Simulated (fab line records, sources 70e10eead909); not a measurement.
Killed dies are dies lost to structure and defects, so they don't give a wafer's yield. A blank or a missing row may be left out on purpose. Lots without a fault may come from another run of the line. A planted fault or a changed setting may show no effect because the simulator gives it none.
Chamber matching | flow nand_harc | NHARC_P_GATE_STRIP_101 on rie_diel-13: 4 sister chambers
The step strips in O2, time 20 s. 16 wafers are shown with their chamber, then 8 later ones without.

WAFERS WITH THEIR CHAMBER
wafer  | chamber | showerhead_plenum_p_Torr (Torr) | oes_product_au (a.u.) | throttle_valve_pct (%)
L074.1 | 2       | 3.79                            | 0.991                 | 17.054
L074.5 | 2       | 3.79                            | 0.987                 | 17.024
L074.6 | 1       | 3.39                            | 1.001                 | 17.029
L075.1 | 1       | 3.39                            | 1.004                 | 17.035
L075.2 | 3       | 3.42                            | 1.024                 | 17.038
L075.5 | 1       | 3.39                            | 1.001                 | 17.026
L081.3 | 2       | 3.79                            | 0.989                 | 17.048
L081.4 | 0       | 3.75                            | 0.997                 | 17.020
L081.6 | 1       | 3.39                            | 0.970                 | 17.036
L087.3 | 1       | 3.39                            | 0.978                 | 17.028
L087.4 | 3       | 3.42                            | 1.003                 | 17.030
L087.6 | 1       | 3.39                            | 0.988                 | 17.046
L088.1 | 1       | 3.39                            | 0.979                 | 17.029
L088.3 | 0       | 3.74                            | 0.995                 | 17.021
L088.6 | 2       | 3.79                            | 0.992                 | 17.029
L090.1 | 2       | 3.78                            | 1.004                 | 17.025

SIGNATURES (means of the wafers above)
reading                  | chamber 0 | chamber 1 | chamber 2 | chamber 3 | scatter within a chamber
showerhead_plenum_p_Torr | 3.7450    | 3.3900    | 3.7880    | 3.4200    | 0.00329
oes_product_au           | 0.99600   | 0.98871   | 0.99260   | 1.01350   | 0.0112
throttle_valve_pct       | 17.02050  | 17.03271  | 17.03600  | 17.03400  | 0.00958
Rule: a wafer's distance from a chamber is the root of the sum, over the readings, of the square of ((its reading less the chamber's mean) divided by the reading's scatter). The wafer belongs to the nearest chamber; if the next one is less than 2 further off, it can't be placed. The scatter: the root of (the sum of the squares of (reading less its chamber's mean) over the shown wafers, divided by (wafers less chambers)).

WAFERS WITHOUT THEIR CHAMBER
wafer  | showerhead_plenum_p_Torr (Torr) | oes_product_au (a.u.) | throttle_valve_pct (%)
L090.3 | 3.42                            | 1.000                 | 17.040
L090.6 | 3.78                            | 1.004                 | 17.019
L094.3 | 3.78                            | 0.989                 | 17.040
L094.4 | 3.74                            | 0.991                 | 17.046
L094.6 | 3.78                            | 0.987                 | 17.021
L096.3 | 3.78                            | 1.002                 | 17.034
L096.4 | 3.42                            | 1.005                 | 17.052
L096.6 | 3.74                            | 0.996                 | 17.037

WHICH CHAMBER EACH WENT THROUGH
wafer  | from the rows above | in truth
L090.3 | 3                   | 3
L090.6 | 2                   | 2
L094.3 | 2                   | 2
L094.4 | 0                   | 0
L094.6 | 2                   | 2
L096.3 | 2                   | 2
L096.4 | 3                   | 3
L096.6 | 0                   | 0
Placed correctly: 8 of 8. Can't be placed from these rows: 0. Placed wrongly: 0.
